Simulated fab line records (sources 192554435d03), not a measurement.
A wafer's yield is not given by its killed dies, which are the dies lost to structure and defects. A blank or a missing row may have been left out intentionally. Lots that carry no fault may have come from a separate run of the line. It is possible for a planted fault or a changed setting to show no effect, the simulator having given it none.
fab line records :: flow n5Finfet
record
  lots=12
  wafers=34
  lastDay=19
route steps=1938 shown BEOL_M14@1755 PASSIVATION@1936
lots with no fault: from the same line, run without faults
startH: hours from the record's first day to the start of the lot's first wafer shown :: waitH: how many hours have passed since the lot's step before this one :: " repeats the value in the row above :: L1.1+2: a row that stands for several wafers :: - no value, or no start given :: * or withheld: withheld :: < > ~ a bound
route shown NAME@n: NAME is a module with steps in the file, n the number in the route of the first one :: usual: the fault-free wafers' mean and standard deviation :: same: alike in all rows :: chamber/n: place in a boat :: sites: the reading at each site :: _std_site: how widely they spread, as a standard deviation :: _edge_site: the outer-site mean with the inner-site mean subtracted :: radiusMm: for every site, how far away it sits from the centre of the wafer :: mask NAME#n: copy n :: behind: tool/chamber where the wafer was last shaped :: hold: reason for holding the lot/hours on hold/outcome of the hold :: device: the transistor (n, p or np) that didn't switch :: end of line: the route-end tests of the same wafers :: a step given without rows: its recipe and nothing more :: killed: the dies lost at the first sort to structure and to defects; this is not the yield of the wafer :: map: dies across one wafer; x = killed, . = not, _ = none there
set.NAME: the setting that was run; set.NAME@STEP: the one run at that earlier step :: model.NAME: the simulator's own value behind a step, which no gauge read
route steps across a sampled set of lots; one table per step, one row per wafer
services: from which hour (startH, from the record's first day; less than 0 if before it) a tool's chamber was out of use, for how many hours, and why
## steps
# step N5_BEOL_M14_OCD_MEAS_35
# usual
  trenchDepthNm=556/10
lot.wafer: L310.2
tool: ocd-02
chamber: -
startH: 280.34
waitH: 0.0
trenchDepthNm: 547

lot.wafer: L310.3
tool: ocd-02
chamber: -
startH: 280.34
waitH: 0.0
trenchDepthNm: 550

lot.wafer: L308.1
tool: ocd-01
chamber: -
startH: 283.62
waitH: 0.0
trenchDepthNm: 559

lot.wafer: L308.3
tool: ocd-01
chamber: -
startH: 283.62
waitH: 0.0
trenchDepthNm: 551

lot.wafer: L308.5
tool: ocd-01
chamber: -
startH: 283.62
waitH: 0.0
trenchDepthNm: 558

lot.wafer: L311.2
tool: ocd-02
chamber: -
startH: 285.02
waitH: 0.0
trenchDepthNm: 573

lot.wafer: L311.3
tool: ocd-02
chamber: -
startH: 285.02
waitH: 0.0
trenchDepthNm: 555

lot.wafer: L311.4
tool: ocd-02
chamber: -
startH: 285.02
waitH: 0.0
trenchDepthNm: 571

lot.wafer: L314.1
tool: ocd-01
chamber: -
startH: 310.41
waitH: 0.0
trenchDepthNm: 552

lot.wafer: L314.3
tool: ocd-01
chamber: -
startH: 310.41
waitH: 0.0
trenchDepthNm: 565

lot.wafer: L314.4
tool: ocd-01
chamber: -
startH: 310.41
waitH: 0.0
trenchDepthNm: 557

lot.wafer: L315.1
tool: ocd-01
chamber: -
startH: 322.58
waitH: 0.0
trenchDepthNm: 547

lot.wafer: L315.4
tool: ocd-01
chamber: -
startH: 322.58
waitH: 0.0
trenchDepthNm: 548

lot.wafer: L315.6
tool: ocd-01
chamber: -
startH: 322.58
waitH: 0.0
trenchDepthNm: 550

lot.wafer: L316.1
tool: ocd-02
chamber: -
startH: 325.85
waitH: 0.0
trenchDepthNm: 554

lot.wafer: L316.3
tool: ocd-02
chamber: -
startH: 325.85
waitH: 0.0
trenchDepthNm: 554

lot.wafer: L316.6
tool: ocd-02
chamber: -
startH: 325.85
waitH: 0.0
trenchDepthNm: 552

lot.wafer: L317.1
tool: ocd-02
chamber: -
startH: 341.36
waitH: 0.0
trenchDepthNm: 547

lot.wafer: L317.2
tool: ocd-02
chamber: -
startH: 341.36
waitH: 0.0
trenchDepthNm: 574

lot.wafer: L317.3
tool: ocd-02
chamber: -
startH: 341.36
waitH: 0.0
trenchDepthNm: 570

lot.wafer: L318.3
tool: ocd-02
chamber: -
startH: 346.52
waitH: 0.0
trenchDepthNm: 547

lot.wafer: L318.4
tool: ocd-02
chamber: -
startH: 346.52
waitH: 0.0
trenchDepthNm: 551

lot.wafer: L318.6
tool: ocd-02
chamber: -
startH: 346.52
waitH: 0.0
trenchDepthNm: 533

lot.wafer: L319.3
tool: ocd-01
chamber: -
startH: 356.74
waitH: 0.0
trenchDepthNm: 550

lot.wafer: L319.5
tool: ocd-01
chamber: -
startH: 356.74
waitH: 0.0
trenchDepthNm: 550

lot.wafer: L319.6
tool: ocd-01
chamber: -
startH: 356.74
waitH: 0.0
trenchDepthNm: 553

lot.wafer: L320.4
tool: ocd-02
chamber: -
startH: 357.43
waitH: 0.0
trenchDepthNm: 549

lot.wafer: L320.5
tool: ocd-02
chamber: -
startH: 357.43
waitH: 0.0
trenchDepthNm: 546

lot.wafer: L329.2
tool: ocd-01
chamber: -
startH: 411.90
waitH: 0.0
trenchDepthNm: 576

lot.wafer: L329.4
tool: ocd-01
chamber: -
startH: 411.90
waitH: 0.0
trenchDepthNm: 565

lot.wafer: L329.5
tool: ocd-01
chamber: -
startH: 411.90
waitH: 0.0
trenchDepthNm: 577

lot.wafer: L330.3
tool: ocd-02
chamber: -
startH: 425.85
waitH: 0.0
trenchDepthNm: 563

lot.wafer: L330.4
tool: ocd-02
chamber: -
startH: 425.85
waitH: 0.0
trenchDepthNm: 556

lot.wafer: L330.5
tool: ocd-02
chamber: -
startH: 425.85
waitH: 0.0
trenchDepthNm: 561
# step N5_BEOL_M14_SPUTTER_43
# recipe
  material=TaN
  targetThkA=150
  tempC=50
  biasV=168.6
  powerW=15000
  chamberPressurePa=0.12
  timeS=24.19
# usual
  throttleValvePct=30.2/1.1
lot.wafer: L310.2
tool: pvdSputter-01
chamber: -
startH: 283.22
waitH: 0.0
throttleValvePct: 30.3

lot.wafer: L310.3
tool: pvdSputter-01
chamber: -
startH: 283.22
waitH: 0.0
throttleValvePct: 31.4

lot.wafer: L308.1
tool: pvdSputter-03
chamber: -
startH: 284.28
waitH: 0.0
throttleValvePct: 30.2

lot.wafer: L308.3
tool: pvdSputter-03
chamber: -
startH: 284.28
waitH: 0.0
throttleValvePct: 30.0

lot.wafer: L308.5
tool: pvdSputter-03
chamber: -
startH: 284.28
waitH: 0.0
throttleValvePct: 29.2

lot.wafer: L311.2
tool: pvdSputter-02
chamber: -
startH: 287.60
waitH: 0.0
throttleValvePct: 28.1

lot.wafer: L311.3
tool: pvdSputter-02
chamber: -
startH: 287.60
waitH: 0.0
throttleValvePct: 28.7

lot.wafer: L311.4
tool: pvdSputter-02
chamber: -
startH: 287.60
waitH: 0.0
throttleValvePct: 30.5

lot.wafer: L314.1
tool: pvdSputter-03
chamber: -
startH: 312.08
waitH: 0.0
throttleValvePct: 28.3

lot.wafer: L314.3
tool: pvdSputter-03
chamber: -
startH: 312.08
waitH: 0.0
throttleValvePct: 29.8

lot.wafer: L314.4
tool: pvdSputter-03
chamber: -
startH: 312.08
waitH: 0.0
throttleValvePct: 29.4

lot.wafer: L315.1
tool: pvdSputter-01
chamber: -
startH: 323.14
waitH: 0.0
throttleValvePct: 31.5

lot.wafer: L315.4
tool: pvdSputter-01
chamber: -
startH: 323.14
waitH: 0.0
throttleValvePct: 31.7

lot.wafer: L315.6
tool: pvdSputter-01
chamber: -
startH: 323.14
waitH: 0.0
throttleValvePct: 31.6

lot.wafer: L316.1
tool: pvdSputter-02
chamber: -
startH: 327.18
waitH: 0.0
throttleValvePct: 29.7

lot.wafer: L316.3
tool: pvdSputter-02
chamber: -
startH: 327.18
waitH: 0.0
throttleValvePct: 28.8

lot.wafer: L316.6
tool: pvdSputter-02
chamber: -
startH: 327.18
waitH: 0.0
throttleValvePct: 28.6

lot.wafer: L317.1
tool: pvdSputter-03
chamber: -
startH: 342.03
waitH: 0.0
throttleValvePct: 29.4

lot.wafer: L317.2
tool: pvdSputter-03
chamber: -
startH: 342.03
waitH: 0.0
throttleValvePct: 28.2

lot.wafer: L317.3
tool: pvdSputter-03
chamber: -
startH: 342.03
waitH: 0.0
throttleValvePct: 30.2

lot.wafer: L318.3
tool: pvdSputter-03
chamber: -
startH: 351.91
waitH: 0.0
throttleValvePct: 30.3

lot.wafer: L318.4
tool: pvdSputter-03
chamber: -
startH: 351.91
waitH: 0.0
throttleValvePct: 29.3

lot.wafer: L318.6
tool: pvdSputter-03
chamber: -
startH: 351.91
waitH: 0.0
throttleValvePct: 30.2

lot.wafer: L319.3
tool: pvdSputter-03
chamber: -
startH: 357.91
waitH: 0.0
throttleValvePct: 29.4

lot.wafer: L319.5
tool: pvdSputter-03
chamber: -
startH: 357.91
waitH: 0.0
throttleValvePct: 29.2

lot.wafer: L319.6
tool: pvdSputter-03
chamber: -
startH: 357.91
waitH: 0.0
throttleValvePct: 28.4

lot.wafer: L320.4
tool: pvdSputter-03
chamber: -
startH: 362.13
waitH: 0.0
throttleValvePct: 29.4

lot.wafer: L320.5
tool: pvdSputter-03
chamber: -
startH: 362.13
waitH: 0.0
throttleValvePct: 28.5

lot.wafer: L329.2
tool: pvdSputter-02
chamber: -
startH: 413.63
waitH: 0.0
throttleValvePct: 28.6

lot.wafer: L329.4
tool: pvdSputter-02
chamber: -
startH: 413.63
waitH: 0.0
throttleValvePct: 29.7

lot.wafer: L329.5
tool: pvdSputter-02
chamber: -
startH: 413.63
waitH: 0.0
throttleValvePct: 28.8

lot.wafer: L330.3
tool: pvdSputter-01
chamber: -
startH: 430.09
waitH: 0.0
throttleValvePct: 30.7

lot.wafer: L330.4
tool: pvdSputter-01
chamber: -
startH: 430.09
waitH: 0.0
throttleValvePct: 31.7

lot.wafer: L330.5
tool: pvdSputter-01
chamber: -
startH: 430.09
waitH: 0.0
throttleValvePct: 31.5
# step N5_BEOL_M14_SPUTTER_44
# recipe
  material=Ta
  targetThkA=150
  tempC=50
  biasV=80
  powerW=15000
  chamberPressurePa=0.07
  timeS=24.19
# usual
  throttleValvePct=30.2/1.1
lot.wafer: L310.2
tool: pvdSputter-01
chamber: -
startH: 283.30
waitH: 0.0
throttleValvePct: 30.5

lot.wafer: L310.3
tool: pvdSputter-01
chamber: -
startH: 283.30
waitH: 0.0
throttleValvePct: 31.5

lot.wafer: L308.1
tool: pvdSputter-03
chamber: -
startH: 284.36
waitH: 0.0
throttleValvePct: 30.4

lot.wafer: L308.3
tool: pvdSputter-03
chamber: -
startH: 284.36
waitH: 0.0
throttleValvePct: 30.1

lot.wafer: L308.5
tool: pvdSputter-03
chamber: -
startH: 284.36
waitH: 0.0
throttleValvePct: 29.3

lot.wafer: L311.2
tool: pvdSputter-02
chamber: -
startH: 287.68
waitH: 0.0
throttleValvePct: 28.0

lot.wafer: L311.3
tool: pvdSputter-02
chamber: -
startH: 287.68
waitH: 0.0
throttleValvePct: 28.8

lot.wafer: L311.4
tool: pvdSputter-02
chamber: -
startH: 287.68
waitH: 0.0
throttleValvePct: 30.4

lot.wafer: L314.1
tool: pvdSputter-03
chamber: -
startH: 312.16
waitH: 0.0
throttleValvePct: 28.3

lot.wafer: L314.3
tool: pvdSputter-03
chamber: -
startH: 312.16
waitH: 0.0
throttleValvePct: 30.0

lot.wafer: L314.4
tool: pvdSputter-03
chamber: -
startH: 312.16
waitH: 0.0
throttleValvePct: 29.4

lot.wafer: L315.1
tool: pvdSputter-01
chamber: -
startH: 323.22
waitH: 0.0
throttleValvePct: 31.6

lot.wafer: L315.4
tool: pvdSputter-01
chamber: -
startH: 323.22
waitH: 0.0
throttleValvePct: 31.4

lot.wafer: L315.6
tool: pvdSputter-01
chamber: -
startH: 323.22
waitH: 0.0
throttleValvePct: 31.5

lot.wafer: L316.1
tool: pvdSputter-02
chamber: -
startH: 327.26
waitH: 0.0
throttleValvePct: 29.6

lot.wafer: L316.3
tool: pvdSputter-02
chamber: -
startH: 327.26
waitH: 0.0
throttleValvePct: 28.8

lot.wafer: L316.6
tool: pvdSputter-02
chamber: -
startH: 327.26
waitH: 0.0
throttleValvePct: 28.9

lot.wafer: L317.1
tool: pvdSputter-03
chamber: -
startH: 342.11
waitH: 0.0
throttleValvePct: 29.3

lot.wafer: L317.2
tool: pvdSputter-03
chamber: -
startH: 342.11
waitH: 0.0
throttleValvePct: 28.2

lot.wafer: L317.3
tool: pvdSputter-03
chamber: -
startH: 342.11
waitH: 0.0
throttleValvePct: 30.4

lot.wafer: L318.3
tool: pvdSputter-03
chamber: -
startH: 351.99
waitH: 0.0
throttleValvePct: 30.3

lot.wafer: L318.4
tool: pvdSputter-03
chamber: -
startH: 351.99
waitH: 0.0
throttleValvePct: 29.6

lot.wafer: L318.6
tool: pvdSputter-03
chamber: -
startH: 351.99
waitH: 0.0
throttleValvePct: 30.0

lot.wafer: L319.3
tool: pvdSputter-03
chamber: -
startH: 357.99
waitH: 0.0
throttleValvePct: 29.5

lot.wafer: L319.5
tool: pvdSputter-03
chamber: -
startH: 357.99
waitH: 0.0
throttleValvePct: 29.3

lot.wafer: L319.6
tool: pvdSputter-03
chamber: -
startH: 357.99
waitH: 0.0
throttleValvePct: 28.5

lot.wafer: L320.4
tool: pvdSputter-03
chamber: -
startH: 362.21
waitH: 0.0
throttleValvePct: 29.3

lot.wafer: L320.5
tool: pvdSputter-03
chamber: -
startH: 362.21
waitH: 0.0
throttleValvePct: 28.1

lot.wafer: L329.2
tool: pvdSputter-02
chamber: -
startH: 413.71
waitH: 0.0
throttleValvePct: 28.9

lot.wafer: L329.4
tool: pvdSputter-02
chamber: -
startH: 413.71
waitH: 0.0
throttleValvePct: 29.7

lot.wafer: L329.5
tool: pvdSputter-02
chamber: -
startH: 413.71
waitH: 0.0
throttleValvePct: 28.8

lot.wafer: L330.3
tool: pvdSputter-01
chamber: -
startH: 430.17
waitH: 0.0
throttleValvePct: 30.3

lot.wafer: L330.4
tool: pvdSputter-01
chamber: -
startH: 430.17
waitH: 0.0
throttleValvePct: 31.2

lot.wafer: L330.5
tool: pvdSputter-01
chamber: -
startH: 430.17
waitH: 0.0
throttleValvePct: 31.5
# step N5_BEOL_M14_ANNEAL_48
# recipe
  tempC=225
  timeS=90
  ambient=N2
# usual
  wafer_temp_C_max=226.1/0.3
lot.wafer: L310.2
tool: rtpAnneal-01
chamber: 0
startH: 284.30
waitH: 0.7
wafer_temp_C_max: 225.7

lot.wafer: L310.3
tool: rtpAnneal-01
chamber: 0
startH: 284.30
waitH: 0.7
wafer_temp_C_max: 225.8

lot.wafer: L308.1
tool: rtpAnneal-01
chamber: 0
startH: 285.11
waitH: 0.5
wafer_temp_C_max: 225.9

lot.wafer: L308.3
tool: rtpAnneal-01
chamber: 0
startH: 285.11
waitH: 0.5
wafer_temp_C_max: 225.8

lot.wafer: L308.5
tool: rtpAnneal-01
chamber: 0
startH: 285.11
waitH: 0.5
wafer_temp_C_max: 225.6

lot.wafer: L311.2
tool: rtpAnneal-01
chamber: 0
startH: 288.15
waitH: 0.2
wafer_temp_C_max: 226.1

lot.wafer: L311.3
tool: rtpAnneal-01
chamber: 0
startH: 288.15
waitH: 0.2
wafer_temp_C_max: 225.9

lot.wafer: L311.4
tool: rtpAnneal-01
chamber: 0
startH: 288.15
waitH: 0.2
wafer_temp_C_max: 226.0

lot.wafer: L314.1
tool: rtpAnneal-02
chamber: 0
startH: 312.75
waitH: 0.3
wafer_temp_C_max: 226.2

lot.wafer: L314.3
tool: rtpAnneal-02
chamber: 0
startH: 312.75
waitH: 0.3
wafer_temp_C_max: 226.2

lot.wafer: L314.4
tool: rtpAnneal-02
chamber: 0
startH: 312.75
waitH: 0.3
wafer_temp_C_max: 225.6

lot.wafer: L315.1
tool: rtpAnneal-01
chamber: 0
startH: 324.03
waitH: 0.6
wafer_temp_C_max: 225.9

lot.wafer: L315.4
tool: rtpAnneal-01
chamber: 0
startH: 324.03
waitH: 0.6
wafer_temp_C_max: 225.7

lot.wafer: L315.6
tool: rtpAnneal-01
chamber: 0
startH: 324.03
waitH: 0.6
wafer_temp_C_max: 226.0

lot.wafer: L316.1
tool: rtpAnneal-02
chamber: 0
startH: 327.64
waitH: 0.1
wafer_temp_C_max: 225.8

lot.wafer: L316.3
tool: rtpAnneal-02
chamber: 0
startH: 327.64
waitH: 0.1
wafer_temp_C_max: 226.4

lot.wafer: L316.6
tool: rtpAnneal-02
chamber: 0
startH: 327.64
waitH: 0.1
wafer_temp_C_max: 226.1

lot.wafer: L317.1
tool: rtpAnneal-02
chamber: 0
startH: 342.49
waitH: 0.1
wafer_temp_C_max: 226.2

lot.wafer: L317.2
tool: rtpAnneal-02
chamber: 0
startH: 342.49
waitH: 0.1
wafer_temp_C_max: 227.0

lot.wafer: L317.3
tool: rtpAnneal-02
chamber: 0
startH: 342.49
waitH: 0.1
wafer_temp_C_max: 226.4

lot.wafer: L318.3
tool: rtpAnneal-02
chamber: 0
startH: 352.47
waitH: 0.2
wafer_temp_C_max: 225.7

lot.wafer: L318.4
tool: rtpAnneal-02
chamber: 0
startH: 352.47
waitH: 0.2
wafer_temp_C_max: 226.1

lot.wafer: L318.6
tool: rtpAnneal-02
chamber: 0
startH: 352.47
waitH: 0.2
wafer_temp_C_max: 226.2

lot.wafer: L319.3
tool: rtpAnneal-01
chamber: 0
startH: 358.46
waitH: 0.2
wafer_temp_C_max: 226.1

lot.wafer: L319.5
tool: rtpAnneal-01
chamber: 0
startH: 358.46
waitH: 0.2
wafer_temp_C_max: 225.8

lot.wafer: L319.6
tool: rtpAnneal-01
chamber: 0
startH: 358.46
waitH: 0.2
wafer_temp_C_max: 226.0

lot.wafer: L320.4
tool: rtpAnneal-02
chamber: 0
startH: 362.73
waitH: 0.2
wafer_temp_C_max: 226.4

lot.wafer: L320.5
tool: rtpAnneal-02
chamber: 0
startH: 362.73
waitH: 0.2
wafer_temp_C_max: 226.4

lot.wafer: L329.2
tool: rtpAnneal-01
chamber: 0
startH: 414.18
waitH: 0.2
wafer_temp_C_max: 225.7

lot.wafer: L329.4
tool: rtpAnneal-01
chamber: 0
startH: 414.18
waitH: 0.2
wafer_temp_C_max: 225.3

lot.wafer: L329.5
tool: rtpAnneal-01
chamber: 0
startH: 414.18
waitH: 0.2
wafer_temp_C_max: 225.4

lot.wafer: L330.3
tool: rtpAnneal-02
chamber: 0
startH: 430.96
waitH: 0.5
wafer_temp_C_max: 226.2

lot.wafer: L330.4
tool: rtpAnneal-02
chamber: 0
startH: 430.96
waitH: 0.5
wafer_temp_C_max: 226.1

lot.wafer: L330.5
tool: rtpAnneal-02
chamber: 0
startH: 430.96
waitH: 0.5
wafer_temp_C_max: 225.9
# step N5_BEOL_M14_CMP_49
# recipe
  stopOn=SiO2
  tOverpolishS=5.2
  downForcePsi=2
  platenRpm=80
  clearingPlatenDownForcePsi=2
  clearingPlatenRpm=80
  postCmpClean=cuAlkaline
  targetThkNm=560
  clearingPlatenPadVelocityMS=1.5917
  padVelocityMS=1.5917
# usual
  barrierFieldEndpointS=11.36/0.25
  motorCurrentA=7.6/0.81
lot.wafer: L310.3
tool: cmp-03
chamber: 3
startH: 284.85
waitH: 0.4
barrierFieldEndpointS: 11.29
motorCurrentA: 7.5

lot.wafer: L310.2
tool: cmp-03
chamber: 0
startH: 284.85
waitH: 0.4
barrierFieldEndpointS: 11.03
motorCurrentA: 7.8

lot.wafer: L308.1
tool: cmp-01
chamber: 0
startH: 285.71
waitH: 0.5
barrierFieldEndpointS: 11.17
motorCurrentA: 6.5

lot.wafer: L308.3
tool: cmp-01
chamber: 1
startH: 285.71
waitH: 0.5
barrierFieldEndpointS: 11.67
motorCurrentA: 6.6

lot.wafer: L308.5
tool: cmp-01
chamber: 3
startH: 285.71
waitH: 0.5
barrierFieldEndpointS: 11.64
motorCurrentA: 9.7

lot.wafer: L311.3
tool: cmp-02
chamber: 0
startH: 288.63
waitH: 0.3
barrierFieldEndpointS: 11.62
motorCurrentA: 7.0

lot.wafer: L311.4
tool: cmp-02
chamber: 2
startH: 288.63
waitH: 0.3
barrierFieldEndpointS: 11.40
motorCurrentA: 7.3

lot.wafer: L311.2
tool: cmp-02
chamber: 3
startH: 288.63
waitH: 0.3
barrierFieldEndpointS: 11.53
motorCurrentA: 7.6

lot.wafer: L314.3
tool: cmp-03
chamber: 2
startH: 313.05
waitH: 0.2
barrierFieldEndpointS: 11.50
motorCurrentA: 7.0

lot.wafer: L314.4
tool: cmp-03
chamber: 3
startH: 313.05
waitH: 0.2
barrierFieldEndpointS: 11.43
motorCurrentA: 7.3

lot.wafer: L314.1
tool: cmp-03
chamber: 1
startH: 313.05
waitH: 0.2
barrierFieldEndpointS: 11.27
motorCurrentA: 7.6

lot.wafer: L315.1
tool: cmp-03
chamber: 3
startH: 324.65
waitH: 0.6
barrierFieldEndpointS: 11.22
motorCurrentA: 7.5

lot.wafer: L315.4
tool: cmp-03
chamber: 0
startH: 324.65
waitH: 0.6
barrierFieldEndpointS: 11.11
motorCurrentA: 8.1

lot.wafer: L315.6
tool: cmp-03
chamber: 0
startH: 324.65
waitH: 0.6
barrierFieldEndpointS: 11.10
motorCurrentA: 7.5

lot.wafer: L316.1
tool: cmp-03
chamber: 0
startH: 327.94
waitH: 0.3
barrierFieldEndpointS: 11.56
motorCurrentA: 7.5

lot.wafer: L316.3
tool: cmp-03
chamber: 3
startH: 327.94
waitH: 0.3
barrierFieldEndpointS: 11.86
motorCurrentA: 7.3

lot.wafer: L316.6
tool: cmp-03
chamber: 1
startH: 327.94
waitH: 0.3
barrierFieldEndpointS: 11.37
motorCurrentA: 7.6

lot.wafer: L317.2
tool: cmp-01
chamber: 3
startH: 342.81
waitH: 0.2
barrierFieldEndpointS: 11.28
motorCurrentA: 9.5

lot.wafer: L317.1
tool: cmp-01
chamber: 0
startH: 342.81
waitH: 0.2
barrierFieldEndpointS: 10.91
motorCurrentA: 7.1

lot.wafer: L317.3
tool: cmp-01
chamber: 2
startH: 342.81
waitH: 0.2
barrierFieldEndpointS: 11.62
motorCurrentA: 8.5

lot.wafer: L318.3
tool: cmp-02
chamber: 2
startH: 352.68
waitH: 0.2
barrierFieldEndpointS: 11.62
motorCurrentA: 7.2

lot.wafer: L318.4
tool: cmp-02
chamber: 3
startH: 352.68
waitH: 0.2
barrierFieldEndpointS: 11.91
motorCurrentA: 7.4

lot.wafer: L318.6
tool: cmp-02
chamber: 2
startH: 352.68
waitH: 0.2
barrierFieldEndpointS: 11.60
motorCurrentA: 7.1

lot.wafer: L319.3
tool: cmp-02
chamber: 3
startH: 358.80
waitH: 0.3
barrierFieldEndpointS: 9.99
motorCurrentA: 7.3

lot.wafer: L319.6
tool: cmp-02
chamber: 0
startH: 358.80
waitH: 0.3
barrierFieldEndpointS: 11.62
motorCurrentA: 6.6

lot.wafer: L319.5
tool: cmp-02
chamber: 1
startH: 358.80
waitH: 0.3
barrierFieldEndpointS: 10.13
motorCurrentA: 8.6

lot.wafer: L320.4
tool: cmp-01
chamber: 2
startH: 362.93
waitH: 0.2
barrierFieldEndpointS: 11.65
motorCurrentA: 8.3

lot.wafer: L320.5
tool: cmp-01
chamber: 2
startH: 362.93
waitH: 0.2
barrierFieldEndpointS: 9.68
motorCurrentA: 8.2

lot.wafer: L329.4
tool: cmp-03
chamber: 3
startH: 414.43
waitH: 0.1
barrierFieldEndpointS: 11.15
motorCurrentA: 7.2

lot.wafer: L329.2
tool: cmp-03
chamber: 0
startH: 414.43
waitH: 0.1
barrierFieldEndpointS: 11.23
motorCurrentA: 7.3

lot.wafer: L329.5
tool: cmp-03
chamber: 3
startH: 414.43
waitH: 0.1
barrierFieldEndpointS: 11.64
motorCurrentA: 7.5

lot.wafer: L330.4
tool: cmp-03
chamber: 2
startH: 431.17
waitH: 0.1
barrierFieldEndpointS: 11.07
motorCurrentA: 7.6

lot.wafer: L330.3
tool: cmp-03
chamber: 3
startH: 431.17
waitH: 0.1
barrierFieldEndpointS: 11.13
motorCurrentA: 7.3

lot.wafer: L330.5
tool: cmp-03
chamber: 3
startH: 431.17
waitH: 0.1
barrierFieldEndpointS: 11.26
motorCurrentA: 7.4
# step N5_PASSIVATION_PROBE_49
# usual
  defectLimitedYield=91.2/1.4
  killed_at_M0_to_M3=34/9.4
  killed_at_M4_up=14/5.6
  killedAtContacts=13/7.8
  killedAtFrontEnd=37/10
  killedAtOther=4/3.3
  killedDies=103/17
  killedOpen=68/13
  killedShort=33/8.2
  sort_bin_5_function=5.1/0.92
  sort_bin_6_memory=3.3/0.71
  sort_bin_8_speed=0.01/0.043
  sortNPass=1077/17
# same
  grossDies=1180
  killedAtBackSide=0
  sort_bin_4_leakage[%]=0
lot.wafer: L330.3
tool: prober-02
chamber: -
startH: 452.61
waitH: 0.1
defectLimitedYield[%]: 91.1
killed_at_M0_to_M3: 41
killed_at_M4_up: 21
killedAtContacts: 11
killedAtFrontEnd: 29
killedAtOther: 3
killedDies: 105
killedOpen: 63
killedShort: 35
sort_bin_5_function[%]: 5.0
sort_bin_6_memory[%]: 3.1
sort_bin_8_speed[%]: 0
sortNPass: 1075

lot.wafer: L330.4
tool: prober-02
chamber: -
startH: 452.66
waitH: 0.2
defectLimitedYield[%]: 90.7
killed_at_M0_to_M3: 35
killed_at_M4_up: 29
killedAtContacts: 11
killedAtFrontEnd: 35
killedAtOther: 0
killedDies: 110
killedOpen: 82
killedShort: 27
sort_bin_5_function[%]: 5.1
sort_bin_6_memory[%]: 4.0
sort_bin_8_speed[%]: 0
sortNPass: 1070

lot.wafer: L330.5
tool: prober-02
chamber: -
startH: 452.71
waitH: 0.2
defectLimitedYield[%]: 91.4
killed_at_M0_to_M3: 25
killed_at_M4_up: 13
killedAtContacts: 8
killedAtFrontEnd: 52
killedAtOther: 4
killedDies: 102
killedOpen: 71
killedShort: 25
sort_bin_5_function[%]: 4.2
sort_bin_6_memory[%]: 3.7
sort_bin_8_speed[%]: 0
sortNPass: 1078
# killed by level:class
L330.3 BEOL_M2:geometricParticle:open=11 MOL_CONTACT_COAG:geometricParticle:open=9 BEOL_M0_SAQP:geometricParticle:short=9 FIN_SAQP:geometricParticle:short=8 BEOL_M4:geometricParticle:open=8 BEOL_M0_SAQP:geometricParticle:open=6 BEOL_M3:geometricParticle:open=6 HKMG_FIN:areaEtch=6
L330.4 BEOL_M2:geometricParticle:open=13 BEOL_M4:geometricParticle:open=12 STI_FIN_REVEAL:geometricParticle:open=11 MOL_CONTACT_COAG:geometricParticle:open=8 BEOL_M6:geometricParticle:open=8 BEOL_M1:geometricParticle:open=6 BEOL_M0_SAQP:geometricParticle:open=6 GATE_CUT:geometricParticle:short=5
L330.5 STI_FIN_REVEAL:geometricParticle:open=17 BEOL_M2:geometricParticle:open=13 GATE_CUT:geometricParticle:short=9 MOL_CONTACT_COAG:geometricParticle:open=7 FIN_SAQP:geometricParticle:short=6 HKMG_FIN:areaEtch=6 FIN_SAQP:geometricParticle:open=4 BEOL_M3:geometricParticle:open=4
## services
tool: cmp-02
chamber: -
startH: 264.02
hours: 0.6
kind: repair

tool: cmp-02
chamber: -
startH: 266.06
hours: 5.0
kind: pm

tool: cmp-01
chamber: -
startH: 268.06
hours: 1.7
kind: repair

tool: cmp-01
chamber: -
startH: 271.17
hours: 4.0
kind: pm

tool: cmp-02
chamber: -
startH: 274.28
hours: 1.9
kind: repair

tool: cmp-03
chamber: -
startH: 290.81
hours: 6.8
kind: pm

tool: cmp-03
chamber: -
startH: 320.15
hours: 1.3
kind: repair

tool: cmp-01
chamber: -
startH: 322.99
hours: 7.6
kind: pm

tool: cmp-02
chamber: -
startH: 338.31
hours: 0.5
kind: repair

tool: cmp-01
chamber: -
startH: 354.36
hours: 4.2
kind: pm

tool: cmp-03
chamber: -
startH: 355.18
hours: 6.8
kind: pm

tool: cmp-03
chamber: -
startH: 368.57
hours: 0.9
kind: repair

tool: cmp-01
chamber: -
startH: 371.60
hours: 2.7
kind: repair

tool: cmp-01
chamber: -
startH: 383.73
hours: 2.0
kind: repair

tool: cmp-01
chamber: -
startH: 393.75
hours: 0.6
kind: repair
## key
firstSign
  step=N5_BEOL_M14_CMP_49
  reading=barrierFieldEndpointS
  direction=down
  sigmas=5.7
  usual=11.36
  struck=9.93
effect none on later readings
metAt N5_BEOL_M14_SPUTTER_44
struckLots L319,L320
struckWafers L319.3,L319.5,L320.5
notActingAt N5_BEOL_M14_OCD_MEAS_35,N5_BEOL_M14_SPUTTER_43,N5_BEOL_M14_ANNEAL_48
onsetBetween 351.99 357.99
fault
  kind=processParameterDrift
  tool=pvdSputter-03
  chamber=-
  onsetH=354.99
  steps=N5_BEOL_M14_SPUTTER_44
  channel=timeS
  offset=*
  shape=step
  endH=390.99
  scope=struckWafersOnly
  actsIn=*
  stated=*
